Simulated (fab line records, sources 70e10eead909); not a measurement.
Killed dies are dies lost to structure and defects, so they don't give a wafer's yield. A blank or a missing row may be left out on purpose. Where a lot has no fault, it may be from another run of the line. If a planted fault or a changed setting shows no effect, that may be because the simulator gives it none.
The same fault as seen by 2 desks | flow nand harc | every desk sees just its own numbers, and what lay behind them comes last

DESK OF THE TOOL OWNER: litho track-01
The tool's own readings at NHARC_P_M0_PEB_07 (peb time 65 s): means of the sampled wafers that have a number, for each lot that ran on this tool. If a lot's mean is further than 4 standard deviations from the usual mean, the lot is out of limits and carries the mark OUT (the distance appears in the brackets).
Columns: A = exhaust pa at NHARC_P_M0_PEB_07, usual 45.2 Pa; B = heater power total W at NHARC_P_M0_PEB_07, usual 156.7 W; C = plate temp C at NHARC_P_M0_PEB_07, usual 100.01 C
lot  | first seen here | A    | B               | C
L763 | day 6 19:20     | 45.0 | 156.3           | 99.94
L767 | day 8 15:23     | 45.1 | 156.6           | 100.20
L768 | day 8 22:37     | 45.2 | 156.5           | 99.93
L770 | day 9 14:14     | 45.8 | 156.4           | 100.01
L772 | day 10 22:46    | 45.3 | 156.2           | 99.95
L776 | day 12 02:08    | 43.7 | 156.9           | 100.16
L775 | day 12 03:07    | 45.3 | 151.0 (-13) OUT | 97.49 (-19) OUT
L777 | day 13 02:06    | 45.8 | 150.8 (-14) OUT | 97.25 (-21) OUT
This desk's finding: out of limits on L775, L777; first on L775, day 12 03:07 (heater power total W at NHARC_P_M0_PEB_07). L763, L767, L768, L770, L772, L776: within limits.

THE DEFECT DESK
Lot by lot, what the route's inspections counted, given as the mean of those sampled wafers with a number. If a lot's mean is further than 4 standard deviations from the usual mean, the lot is out of limits and carries the mark OUT (the distance appears in the brackets).
Columns: A = raw defect count at NHARC_P_CONTACT_INSPECT_14, usual 4.4; B = raw defect count at NHARC_P_M0_INSPECT_11, usual 5
lot  | first seen here | A   | B
L763 | day 6 15:21     | 3.7 | 5
L764 | day 7 02:03     | 5.3 | 10
L766 | day 7 23:14     | 3.7 | 4
L767 | day 8 11:29     | 3.3 | 5
L768 | day 8 18:05     | 7.7 | 10
L769 | day 9 09:52     | 4.7 | 4
L770 | day 9 10:15     | 3.0 | 6
L772 | day 10 18:32    | 4.0 | 3
L776 | day 11 22:06    | 2.3 | 1
L775 | day 11 23:14    | 4.0 | 3
L777 | day 12 22:06    | 5.3 | 5
L782 | day 14 12:39    | 7.3 | 7
L783 | day 14 23:21    | 3.3 | 3
L784 | day 15 13:26    | 6.7 | 8
Finding of this desk: none of the 14 lots has anything out of limits.

BROUGHT TOGETHER
The tool owner's desk had the chance to raise an alarm at day 12 03:07 on L775, L777.
Nothing the defect desk looked at was out of limits.
The defect desk has L775, L777 on record, within its limits.
The lots listed all ran NHARC_P_M0_PEB_07 on litho track-01.

WHAT HAD BEEN PUT IN BY THE SIMULATOR
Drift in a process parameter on litho track-01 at NHARC_P_M0_PEB_07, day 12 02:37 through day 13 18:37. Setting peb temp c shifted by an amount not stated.
Shown lots that were struck: L775, L777.
How many hours passed from the start of the fault until each desk's first out-of-limits reading: the tool owner's desk, 0.
